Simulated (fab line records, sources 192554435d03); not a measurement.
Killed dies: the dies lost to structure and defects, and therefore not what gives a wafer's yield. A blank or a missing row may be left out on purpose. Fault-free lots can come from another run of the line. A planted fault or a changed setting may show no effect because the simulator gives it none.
Split-lot trial / flow n5_finfet / route with 1938 steps; 7 lots, 39 wafers read

== THE SPLIT ==
At N5_DUMMY_GATE_ETCH_31 (etches SiO2 in C4F6/O2, target depth 82.5 nm, time 27.5 s), the setting target_depth_a was moved away from the recipe's 825 angstrom on 9 of the 39 wafers read, by -11.7% to -9.5%. All remaining wafers had this setting at the recipe value.

The reading comes from the split's own step.

== THE READING ==
etch.depth_nm (the simulator's own value, which no gauge read), in nm, at N5_DUMMY_GATE_ETCH_31 (etches SiO2 in C4F6/O2, target depth 82.5 nm, time 27.5 s). No usual value for it is given in the file. Average 83.14 nm, standard deviation 1.7 nm, over the 30 wafers here run with the recipe.

wafer=L075.1; tool, chamber at the split=rie_diel-04, 1; target_depth_a as run, angstrom=825; against the recipe=recipe; etch.depth_nm, nm=85.88; against lot-mates on the recipe=-
wafer=L075.2; tool, chamber at the split=rie_diel-04, 0; target_depth_a as run, angstrom=746.5; against the recipe=-9.5%; etch.depth_nm, nm=74.65; against lot-mates on the recipe=-10.43
wafer=L075.3; tool, chamber at the split=rie_diel-04, 2; target_depth_a as run, angstrom=746.5; against the recipe=-9.5%; etch.depth_nm, nm=75.72; against lot-mates on the recipe=-9.36
wafer=L075.4; tool, chamber at the split=rie_diel-04, 1; target_depth_a as run, angstrom=825; against the recipe=recipe; etch.depth_nm, nm=85.37; against lot-mates on the recipe=-
wafer=L075.5; tool, chamber at the split=rie_diel-04, 2; target_depth_a as run, angstrom=825; against the recipe=recipe; etch.depth_nm, nm=83.98; against lot-mates on the recipe=-
wafer=L075.6; tool, chamber at the split=rie_diel-04, 0; target_depth_a as run, angstrom=746.5; against the recipe=-9.5%; etch.depth_nm, nm=74.43; against lot-mates on the recipe=-10.65
wafer=L080.1; tool, chamber at the split=rie_diel-01, 3; target_depth_a as run, angstrom=825; against the recipe=recipe; etch.depth_nm, nm=78.19; against lot-mates on the recipe=-
wafer=L080.2; tool, chamber at the split=rie_diel-01, 2; target_depth_a as run, angstrom=825; against the recipe=recipe; etch.depth_nm, nm=83.57; against lot-mates on the recipe=-
wafer=L080.3; tool, chamber at the split=rie_diel-01, 1; target_depth_a as run, angstrom=825; against the recipe=recipe; etch.depth_nm, nm=81.86; against lot-mates on the recipe=-
wafer=L080.4; tool, chamber at the split=rie_diel-01, 0; target_depth_a as run, angstrom=825; against the recipe=recipe; etch.depth_nm, nm=81.38; against lot-mates on the recipe=-
wafer=L080.5; tool, chamber at the split=rie_diel-01, 2; target_depth_a as run, angstrom=825; against the recipe=recipe; etch.depth_nm, nm=82.51; against lot-mates on the recipe=-
wafer=L080.6; tool, chamber at the split=rie_diel-01, 1; target_depth_a as run, angstrom=825; against the recipe=recipe; etch.depth_nm, nm=81.56; against lot-mates on the recipe=-
wafer=L083.1; tool, chamber at the split=rie_diel-05, 0; target_depth_a as run, angstrom=825; against the recipe=recipe; etch.depth_nm, nm=84.57; against lot-mates on the recipe=-
wafer=L083.2; tool, chamber at the split=rie_diel-05, 1; target_depth_a as run, angstrom=740; against the recipe=-10.3%; etch.depth_nm, nm=74.3; against lot-mates on the recipe=-8.68
wafer=L083.3; tool, chamber at the split=rie_diel-05, 3; target_depth_a as run, angstrom=740; against the recipe=-10.3%; etch.depth_nm, nm=73.27; against lot-mates on the recipe=-9.71
wafer=L083.4; tool, chamber at the split=rie_diel-05, 1; target_depth_a as run, angstrom=825; against the recipe=recipe; etch.depth_nm, nm=82.85; against lot-mates on the recipe=-
wafer=L083.5; tool, chamber at the split=rie_diel-05, 3; target_depth_a as run, angstrom=825; against the recipe=recipe; etch.depth_nm, nm=81.53; against lot-mates on the recipe=-
wafer=L083.6; tool, chamber at the split=rie_diel-05, 0; target_depth_a as run, angstrom=740; against the recipe=-10.3%; etch.depth_nm, nm=75.84; against lot-mates on the recipe=-7.14
wafer=L084.1; tool, chamber at the split=rie_diel-05, 3; target_depth_a as run, angstrom=825; against the recipe=recipe; etch.depth_nm, nm=82.47; against lot-mates on the recipe=-
wafer=L084.2; tool, chamber at the split=rie_diel-05, 0; target_depth_a as run, angstrom=825; against the recipe=recipe; etch.depth_nm, nm=84.97; against lot-mates on the recipe=-
wafer=L084.3; tool, chamber at the split=rie_diel-05, 1; target_depth_a as run, angstrom=825; against the recipe=recipe; etch.depth_nm, nm=83.03; against lot-mates on the recipe=-
wafer=L084.4; tool, chamber at the split=rie_diel-05, 3; target_depth_a as run, angstrom=825; against the recipe=recipe; etch.depth_nm, nm=82.11; against lot-mates on the recipe=-
wafer=L084.5; tool, chamber at the split=rie_diel-05, 1; target_depth_a as run, angstrom=825; against the recipe=recipe; etch.depth_nm, nm=83.02; against lot-mates on the recipe=-
wafer=L084.6; tool, chamber at the split=rie_diel-05, 0; target_depth_a as run, angstrom=825; against the recipe=recipe; etch.depth_nm, nm=84.27; against lot-mates on the recipe=-
wafer=L086.1; tool, chamber at the split=rie_diel-05, 2; target_depth_a as run, angstrom=825; against the recipe=recipe; etch.depth_nm, nm=82.5; against lot-mates on the recipe=-
wafer=L086.3; tool, chamber at the split=rie_diel-05, 3; target_depth_a as run, angstrom=825; against the recipe=recipe; etch.depth_nm, nm=81.66; against lot-mates on the recipe=-
wafer=L086.4; tool, chamber at the split=rie_diel-05, 0; target_depth_a as run, angstrom=825; against the recipe=recipe; etch.depth_nm, nm=85.13; against lot-mates on the recipe=-
wafer=L087.1; tool, chamber at the split=rie_diel-05, 2; target_depth_a as run, angstrom=728.5; against the recipe=-11.7%; etch.depth_nm, nm=72.64; against lot-mates on the recipe=-10.44
wafer=L087.2; tool, chamber at the split=rie_diel-05, 0; target_depth_a as run, angstrom=825; against the recipe=recipe; etch.depth_nm, nm=84.83; against lot-mates on the recipe=-
wafer=L087.3; tool, chamber at the split=rie_diel-05, 3; target_depth_a as run, angstrom=728.5; against the recipe=-11.7%; etch.depth_nm, nm=72.32; against lot-mates on the recipe=-10.76
wafer=L087.4; tool, chamber at the split=rie_diel-05, 1; target_depth_a as run, angstrom=728.5; against the recipe=-11.7%; etch.depth_nm, nm=72.47; against lot-mates on the recipe=-10.61
wafer=L087.5; tool, chamber at the split=rie_diel-05, 3; target_depth_a as run, angstrom=825; against the recipe=recipe; etch.depth_nm, nm=81.68; against lot-mates on the recipe=-
wafer=L087.6; tool, chamber at the split=rie_diel-05, 2; target_depth_a as run, angstrom=825; against the recipe=recipe; etch.depth_nm, nm=82.74; against lot-mates on the recipe=-
wafer=L090.1; tool, chamber at the split=rie_diel-04, 1; target_depth_a as run, angstrom=825; against the recipe=recipe; etch.depth_nm, nm=84.42; against lot-mates on the recipe=-
wafer=L090.2; tool, chamber at the split=rie_diel-04, 0; target_depth_a as run, angstrom=825; against the recipe=recipe; etch.depth_nm, nm=81.26; against lot-mates on the recipe=-
wafer=L090.3; tool, chamber at the split=rie_diel-04, 3; target_depth_a as run, angstrom=825; against the recipe=recipe; etch.depth_nm, nm=84.82; against lot-mates on the recipe=-
wafer=L090.4; tool, chamber at the split=rie_diel-04, 0; target_depth_a as run, angstrom=825; against the recipe=recipe; etch.depth_nm, nm=82.35; against lot-mates on the recipe=-
wafer=L090.5; tool, chamber at the split=rie_diel-04, 1; target_depth_a as run, angstrom=825; against the recipe=recipe; etch.depth_nm, nm=84.25; against lot-mates on the recipe=-
wafer=L090.6; tool, chamber at the split=rie_diel-04, 3; target_depth_a as run, angstrom=825; against the recipe=recipe; etch.depth_nm, nm=85.56; against lot-mates on the recipe=-

THE FIT
A straight line over all 39 wafers: etch.depth_nm changes by +0.877 nm for each +1% of target_depth_a; r = +0.93; the points scatter about the line by 1.6 nm.
The same after taking each lot's own level away (the mean of its wafers on the recipe; 39 wafers): +0.923 nm for each +1%; r = +0.95; scatter 1.3 nm.
Per that fit: largest target_depth_a move, reading shift of 11 nm.
The span of the lots' own levels, 81.512 to 85.077 nm, comes to 2.1 times the standard deviation stated above.
The two slopes agree, so the slope changes little with the lot-to-lot level.
Check: -10.9 nm against its lot-mates is what the line predicts for one of the wafers moved furthest among these (-11.7%) when that wafer is left out of the fit. It came out at -10.4 nm against them.

== THESE WAFERS: OTHER SPLITS ==
Note: prior to the reading, these wafers also went through further splits. Each is held against what the fit with the lots' levels taken away leaves over:
other split on the same wafers=N5_FIN_CUT_CUT_ETCH_15 target_depth_a; wafers away from the commonest value=12; r with etch.depth_nm (lot level and that fit taken away)=+0.07

== FILE'S OWN FIT ==
etch.depth_nm changes by +0.924 nm for each +1% of target_depth_a, r = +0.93.
